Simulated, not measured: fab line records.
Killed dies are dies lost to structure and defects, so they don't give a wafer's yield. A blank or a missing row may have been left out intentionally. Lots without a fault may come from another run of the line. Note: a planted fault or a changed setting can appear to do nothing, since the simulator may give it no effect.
A struck lot beside a sound one | flow nand-harc | 15 steps out of a route of 1302
Sound: these wafers, L490.1, L490.3, L490.6. Wafers L511.2, L511.5, L511.6 were the ones struck. The cause comes at the end.
Order at every step that has rows: each side's tool, ch and its chambers, its first start. Under that, the readings that differ: sound wafers | struck wafers | difference of the means | sigmas: that difference in standard deviations of wafers without a fault.
alike: same words and numbers on both sides, and readings whose means sit less than 2 such deviations apart. not compared: any withheld reading, any reading some wafer has no value for, any bound like >300 that may hide the same value, and any number with overlapping values for which the record gives no deviation.
A row with sigmas, a row that says differs or no value, or rows on one side alone: a step with any of these is where the two part. Numbers that don't overlap but have no deviation are shown without sigmas and don't part them. A reading missing from all wafers of one side parts the sides only when that side holds two or more wafers.

first, 1 step without rows for these wafers: NHARC_P_GATE_HARDBAKE_47 (time 80 s).
NHARC_P_GATE_DESCUM_48: chemistry O2, time 3 s.
  sound on rie-diel-05 ch 0,1,3, day 6 04:53; struck on rie-diel-09 ch 0,1,3, day 14 18:22
  alike: drypump-motor-current-A, oes-product-au, rf-vpp-V, showerhead-plenum-p-Torr, throttle-valve-pct
  not compared: rf-hours-counter-h
next, for these wafers, 1 step has no rows: NHARC_P_GATE_IMPLANT_49.
NHARC_P_GATE_STRIP_111: strips in N2/H2, time 250 s.
  sound on plasma-asher-02 ch 0,1, day 6 05:18; struck on plasma-asher-01 ch 0,1, day 14 18:46
  reading            | sound       | struck   | difference | sigmas
  heater-power-w (W) | 106 108 108 | 87 90 86 | -20        | -2
  alike: drypump-motor-current-A
  not compared: rf-hours-counter-h
NHARC_P_GATE_STRIP_75: strips in O2.
  sound on plasma-asher-02 ch 0,1, day 6 05:34; struck on plasma-asher-01 ch 0,1, day 14 19:01
  reading            | sound       | struck      | difference | sigmas
  heater-power-w (W) | 409 396 397 | 327 334 326 | -72        | -2
  alike: drypump-motor-current-A
  not compared: rf-hours-counter-h
then, 7 steps without rows for these wafers: NHARC_P_GATE_STRIP_50 (strips in SPM, time 900 s); NHARC_P_GATE_DEHYDRATE_51 (time 120 s); NHARC_P_GATE_HMDS_52 (time 30 s); NHARC_P_GATE_COAT_53; NHARC_P_GATE_SOFTBAKE_54 (time 95 s); NHARC_P_GATE_EBR_55; NHARC_P_GATE_EXPOSE_56 (exposes mask P PSD, target cd 720 nm).
NHARC_P_GATE_PEB_57: peb time 85 s.
  sound on litho-track-03 ch 0, day 6 06:23; struck on litho-track-07 ch 0, day 14 19:43
  reading                  | sound                | struck               | difference | sigmas
  heater-power-total-W (W) | 164.23 164.08 163.83 | 173.44 172.55 173.19 | +9.01      | +33
  plate-temp-C (C)         | 117.91 117.93 118.12 | 122.77 123.03 122.87 | +4.90      | +38
then, 1 step without rows for these wafers: NHARC_P_GATE_DEVELOP_58 (time 70 s).
-- break in the record here, with 18 days between the starts of the struck wafers on either side (left off in module P_GATE, picked up again in module END, where the first step shown is number 1302 on the route) --
NHARC_END_SORT_01:
  sound on prober-01 ch 0, day 24 18:49; struck on prober-01 ch 0, day 33 03:50
  reading             | sound | struck  | difference | sigmas
  killed-at-periphery | 1 3 4 | 14 10 5 | +7         | +2
  alike: killed-at-array, killed-at-other, killed-dies, killed-open, killed-short

WHERE THEY PART
Last at NHARC_END_SORT_01 as far as this record goes, first at NHARC_P_GATE_STRIP_111.

WHY: the cause the simulator had injected
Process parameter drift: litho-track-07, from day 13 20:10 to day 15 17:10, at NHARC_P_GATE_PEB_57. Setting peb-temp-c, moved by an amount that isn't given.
